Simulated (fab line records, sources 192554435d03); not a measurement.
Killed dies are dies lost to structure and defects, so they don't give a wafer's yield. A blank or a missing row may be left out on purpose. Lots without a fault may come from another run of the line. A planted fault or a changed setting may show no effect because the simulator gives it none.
Which tool did it? | flow n5_finfet | 22 lots, 66 wafers sampled, at 4 steps of a route of 1938

WHAT THE GAUGES READ, wafer by wafer
N5_BEOL_M12_INSPECT_55: inspects for defects (darkfield). Usual: raw_defect_count 66, standard deviation 22.
lot  | measured     | on                | raw_defect_count | flag
L074 | day 10 22:38 | defect_inspect-01 | 33 27 51         |
L076 | day 11 06:32 | defect_inspect-02 | 65 43 47         |
L077 | day 11 10:00 | defect_inspect-01 | 70 54 37         |
L075 | day 11 10:32 | defect_inspect-02 | 83 143 68        |
L078 | day 11 16:25 | defect_inspect-01 | 57 67 46         |
L079 | day 11 19:19 | defect_inspect-02 | 24 79 47         |
L080 | day 12 14:40 | defect_inspect-02 | 43 42 103        |
L081 | day 12 16:55 | defect_inspect-01 | 38 47 35         |
L082 | day 12 17:39 | defect_inspect-02 | 68 40 52         |
L083 | day 13 03:15 | defect_inspect-02 | 55 58 48         |
L084 | day 13 09:10 | defect_inspect-02 | 48 45 34         |
L086 | day 13 16:34 | defect_inspect-01 | 76 117 66        |
L085 | day 13 17:38 | defect_inspect-01 | 58 70 68         |
L087 | day 13 22:00 | defect_inspect-02 | 62 107 120       |
L088 | day 14 00:10 | defect_inspect-02 | 57 93 96         |
L089 | day 14 10:05 | defect_inspect-02 | 60 115 102       |
L091 | day 15 07:17 | defect_inspect-01 | 56 54 49         |
L090 | day 15 07:39 | defect_inspect-01 | 62 43 61         |
L092 | day 15 15:39 | defect_inspect-01 | 52 50 59         |
L094 | day 15 17:57 | defect_inspect-01 | 98 44 88         |
L093 | day 15 18:16 | defect_inspect-01 | 81 61 59         |
L097 | day 16 20:08 | defect_inspect-02 | 65 79 61         |

N5_BEOL_M14_OVL_MEAS_11. Usual: V13_OVL 0 nm, standard deviation 4.5.
lot  | measured     | on         | V13_OVL (nm) | flag
L074 | day 11 05:41 | overlay-02 | 3 5 0        |
L076 | day 11 11:16 | overlay-02 | -2 4 -3      |
L077 | day 11 19:13 | overlay-02 | -3 -10 -5    |
L075 | day 11 20:10 | overlay-01 | -9 -3 -5     |
L078 | day 11 22:26 | overlay-02 | 2 6 3        |
L079 | day 12 05:31 | overlay-01 | 0 -2 -1      |
L080 | day 12 19:21 | overlay-02 | 8 5 7        |
L081 | day 12 21:55 | overlay-02 | -6 -2 -6     |
L082 | day 13 00:12 | overlay-01 | -3 0 1       |
L083 | day 13 11:09 | overlay-02 | 1 3 -1       |
L084 | day 13 14:58 | overlay-02 | -3 -3 -7     |
L086 | day 13 22:10 | overlay-01 | 8 -3 5       |
L085 | day 14 01:08 | overlay-01 | -7 1 1       |
L087 | day 14 05:26 | overlay-02 | 2 2 0        |
L088 | day 14 06:10 | overlay-02 | 0 2 -2       |
L089 | day 14 16:40 | overlay-02 | -3 -3 0      |
L091 | day 15 15:55 | overlay-01 | 2 -6 -2      |
L090 | day 15 15:30 | overlay-02 | -1 6 -3      |
L092 | day 15 21:08 | overlay-01 | -2 -8 -4     |
L094 | day 16 00:34 | overlay-02 | 1 4 7        |
L093 | day 16 00:59 | overlay-02 | -2 4 -1      |
L097 | day 17 02:10 | overlay-02 | -5 0 2       |

WHICH TOOL RAN EACH LOT (tool, then ch and the chambers of the sampled wafers, then the start)
lot  | N5_BEOL_M13_TRENCH_ETCH_34         | N5_BEOL_M13_SPUTTER_43
L074 | rie_diel-03 ch 0,2,3, day 11 00:44 | pvd_sputter-02, day 11 03:49
L076 | rie_diel-03 ch 0,1,3, day 11 08:45 | pvd_sputter-01, day 11 09:31
L077 | rie_diel-03 ch 0,3, day 11 12:55   | pvd_sputter-01, day 11 17:19
L075 | rie_diel-03 ch 0,1, day 11 13:59   | pvd_sputter-03, day 11 17:47
L078 | rie_diel-03 ch 1,2,3, day 11 19:00 | pvd_sputter-02, day 11 20:38
L079 | rie_diel-05 ch 0,1,3, day 11 21:49 | pvd_sputter-03, day 12 03:46
L080 | rie_diel-05 ch 0,3, day 12 16:56   | pvd_sputter-03, day 12 17:36
L081 | rie_diel-03 ch 0,2, day 12 18:59   | pvd_sputter-01, day 12 20:09
L082 | rie_diel-02 ch 0,1,2, day 12 20:11 | pvd_sputter-01, day 12 22:27
L083 | rie_diel-02 ch 0,1, day 13 05:18   | pvd_sputter-01, day 13 08:27
L084 | rie_diel-03 ch 0,2, day 13 11:22   | pvd_sputter-02, day 13 12:40
L086 | rie_diel-05 ch 0,2,3, day 13 18:36 | pvd_sputter-02, day 13 20:15
L085 | rie_diel-02 ch 0,2,3, day 13 20:14 | pvd_sputter-01, day 13 23:15
L087 | rie_diel-02 ch 0,1,3, day 14 01:22 | pvd_sputter-03, day 14 03:40
L088 | rie_diel-05 ch 2,3, day 14 02:18   | pvd_sputter-03, day 14 04:18
L089 | rie_diel-03 ch 2,3, day 14 12:11   | pvd_sputter-03, day 14 14:48
L091 | rie_diel-03 ch 0,1,3, day 15 09:44 | pvd_sputter-02, day 15 13:56
L090 | rie_diel-02 ch 0,1, day 15 09:54   | pvd_sputter-02, day 15 13:37
L092 | rie_diel-03 ch 0,1,2, day 15 17:55 | pvd_sputter-02, day 15 19:16
L094 | rie_diel-05 ch 1,2,3, day 15 20:11 | pvd_sputter-01, day 15 22:34
L093 | rie_diel-02 ch 0,2,3, day 15 20:16 | pvd_sputter-01, day 15 22:58
L097 | rie_diel-02 ch 0,1,3, day 16 22:42 | pvd_sputter-01, day 17 00:17
- N5_BEOL_M13_TRENCH_ETCH_34: etches SiOC in C4F8/O2/Ar, target depth 413.47 nm, time 162.6 s.
- N5_BEOL_M13_SPUTTER_43: material TaN, target thk 15 nm, time 24.19 s.

WHAT THE TOOLS THEMSELVES READ (means of the sampled wafers that have a number; where no wafer has one, the mark that the record gives instead)
N5_BEOL_M13_TRENCH_ETCH_34. Usual: C4F8_flow_sccm 14.99 sccm, standard deviation 0.047; drypump_motor_current_A 5.5 A, standard deviation 0.41; he_inner_torr 14.997 Torr, standard deviation 0.028; oes_product_au 0.79 a.u., standard deviation 0.087; rf_vpp_V 665.9 V, standard deviation 2.7; showerhead_plenum_p_Torr 3.43 Torr, standard deviation 0.089; throttle_valve_pct 24.14 %, standard deviation 0.2.
lot  | tool        | C4F8_flow_sccm (sccm) | drypump_motor_current_A (A) | he_inner_torr (Torr) | oes_product_au (a.u.) | rf_vpp_V (V) | showerhead_plenum_p_Torr (Torr) | throttle_valve_pct (%) | flag
L074 | rie_diel-03 | 14.97                 | 5.2                         | 15.006               | 0.80                  | 666.1        | 3.44                            | 24.15                  |
L076 | rie_diel-03 | 14.95                 | 5.4                         | 15.018               | 0.76                  | 665.6        | 3.42                            | 24.14                  |
L077 | rie_diel-03 | 15.03                 | 5.4                         | 14.976               | 0.72                  | 664.4        | 3.40                            | 24.18                  |
L075 | rie_diel-03 | 14.95                 | 5.5                         | 15.003               | 0.79                  | 665.8        | 3.42                            | 24.07                  |
L078 | rie_diel-03 | 14.97                 | 5.2                         | 14.980               | 0.79                  | 665.4        | 3.44                            | 24.18                  |
L079 | rie_diel-05 | 14.97                 | 5.6                         | 14.998               | 0.81                  | 664.3        | 3.38                            | 24.25                  |
L080 | rie_diel-05 | 14.98                 | 5.8                         | 14.982               | 0.80                  | 661.7        | 3.30                            | 24.37                  |
L081 | rie_diel-03 | 15.00                 | 5.1                         | 14.995               | 0.85                  | 667.3        | 3.46                            | 24.13                  |
L082 | rie_diel-02 | 14.93                 | 5.5                         | 14.992               | 0.82                  | 667.4        | 3.48                            | 23.94                  |
L083 | rie_diel-02 | 15.03                 | 5.7                         | 15.022               | 0.86                  | 669.3        | 3.54                            | 23.76                  |
L084 | rie_diel-03 | 14.98                 | 5.1                         | 15.004               | 0.84                  | 666.9        | 3.45                            | 24.15                  |
L086 | rie_diel-05 | 15.00                 | 6.1                         | 14.996               | 0.88                  | 665.6        | 3.42                            | 24.28                  |
L085 | rie_diel-02 | 15.01                 | 5.6                         | 14.954               | 0.77                  | 667.5        | 3.50                            | 24.06                  |
L087 | rie_diel-02 | 15.01                 | 5.7                         | 14.958               | 0.81                  | 668.3        | 3.52                            | 23.95                  |
L088 | rie_diel-05 | 14.99                 | 5.8                         | 14.988               | 0.80                  | 665.2        | 3.38                            | 24.34                  |
L089 | rie_diel-03 | 14.95                 | 5.2                         | 15.014               | 0.73                  | 665.2        | 3.41                            | 24.26                  |
L091 | rie_diel-03 | 15.00                 | 5.5                         | 14.996               | 0.72                  | 664.7        | 3.40                            | 24.18                  |
L090 | rie_diel-02 | 15.01                 | 5.6                         | 14.971               | 0.83                  | 667.9        | 3.49                            | 23.84                  |
L092 | rie_diel-03 | 15.03                 | 5.2                         | 15.003               | 0.78                  | 666.2        | 3.43                            | 24.15                  |
L094 | rie_diel-05 | 14.93                 | 5.6                         | 14.996               | 0.87                  | 666.6        | 3.45                            | 24.12                  |
L093 | rie_diel-02 | 15.01                 | 5.6                         | 15.026               | 0.76                  | 667.1        | 3.49                            | 24.08                  |
L097 | rie_diel-02 | 15.01                 | 5.7                         | 14.977               | 0.78                  | 668.4        | 3.51                            | 23.97                  |

N5_BEOL_M13_SPUTTER_43. Usual: bias_v 168.4 V, standard deviation 2; throttle_valve_pct 29.9 %, standard deviation 1.
lot  | tool           | bias_v (V) | throttle_valve_pct (%) | flag
L074 | pvd_sputter-02 | 167.1      | 29.7                   |
L076 | pvd_sputter-01 | 169.2      | 30.4                   |
L077 | pvd_sputter-01 | 168.5      | 30.2                   |
L075 | pvd_sputter-03 | 169.1      | 29.7                   |
L078 | pvd_sputter-02 | 168.0      | 29.4                   |
L079 | pvd_sputter-03 | 169.2      | 29.8                   |
L080 | pvd_sputter-03 | 169.1      | 29.6                   |
L081 | pvd_sputter-01 | 169.0      | 29.9                   |
L082 | pvd_sputter-01 | 166.9      | 30.3                   |
L083 | pvd_sputter-01 | 168.1      | 30.5                   |
L084 | pvd_sputter-02 | 167.7      | 30.8                   |
L086 | pvd_sputter-02 | 169.8      | 30.8                   |
L085 | pvd_sputter-01 | 170.3      | 30.2                   |
L087 | pvd_sputter-03 | 166.6      | 28.8                   |
L088 | pvd_sputter-03 | 167.5      | 29.5                   |
L089 | pvd_sputter-03 | 168.9      | 29.9                   |
L091 | pvd_sputter-02 | 169.0      | 29.9                   |
L090 | pvd_sputter-02 | 166.9      | 30.0                   |
L092 | pvd_sputter-02 | 168.8      | 30.5                   |
L094 | pvd_sputter-01 | 169.7      | 30.5                   |
L093 | pvd_sputter-01 | 167.0      | 30.4                   |
L097 | pvd_sputter-01 | 166.4      | 30.2                   |

THE ANSWER, worked out from the rows above alone
Rule: a lot is off if the mean of its wafers that have a number lies more than 3 standard deviations from the usual mean. A lot without any number at a reading at which 4 lots or more have one is off too. The other lots that the step has rows for count as sound. The gauges are gone through in route order, then the tools' own readings, and for those a lot's mean is taken as printed above. The first step at which some lot is off is used, and at that step the reading that is off furthest; a lot without a number counts as furthest.
No lot is off at any reading shown: from this, nothing can be told.

WHAT THE SIMULATOR HAD PUT IN
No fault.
